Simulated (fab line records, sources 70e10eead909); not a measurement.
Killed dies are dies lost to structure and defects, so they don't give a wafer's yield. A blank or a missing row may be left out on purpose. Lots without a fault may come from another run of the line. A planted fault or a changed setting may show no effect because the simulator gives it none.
Chamber matching | flow nand_harc | NHARC_A_STAIRCASE_DEP_259 on pecvd-03: 3 sister chambers
The step deposits SiON, target thk 30 nm. 6 wafers are shown with their chamber, then 7 later ones without.

WAFERS WITH THEIR CHAMBER
wafer  | chamber | heater_power_w (W)
L087.5 | 1       | 638
L088.3 | 0       | 621
L088.4 | 2       | 755
L088.6 | 1       | 711
L091.3 | 0       | 579
L091.5 | 2       | 772

WAFERS WITHOUT THEIR CHAMBER
wafer  | heater_power_w (W)
L091.6 | 717
L093.2 | 669
L093.4 | 754
L093.6 | 696
L092.1 | 576
L092.3 | 691
L092.4 | 659

WHICH CHAMBER EACH WENT THROUGH
wafer  | from the rows above     | in truth
L091.6 | can't be placed: 1 or 2 | 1
L093.2 | can't be placed: 1 or 0 | 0
L093.4 | can't be placed: 2 or 1 | 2
L093.6 | can't be placed: 1 or 2 | 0
L092.1 | 0                       | 0
L092.3 | can't be placed: 1 or 2 | 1
L092.4 | can't be placed: 1 or 0 | 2
Placed correctly: 1 of 7. Can't be placed from these rows: 6 (the true chamber is among the candidates in 4). Placed wrongly: 0.
How it was worked out, from the rows above alone: a wafer's distance from a chamber is the root of the sum, over the readings, of the square of ((its reading less the chamber's mean) divided by the reading's scatter). The wafer belongs to the nearest chamber; if the next one is less than 2 further off, it can't be placed. A chamber's mean is the mean of its shown wafers. The scatter: the root of (the sum of the squares of (reading less its chamber's mean) over the shown wafers, divided by (wafers less chambers)).
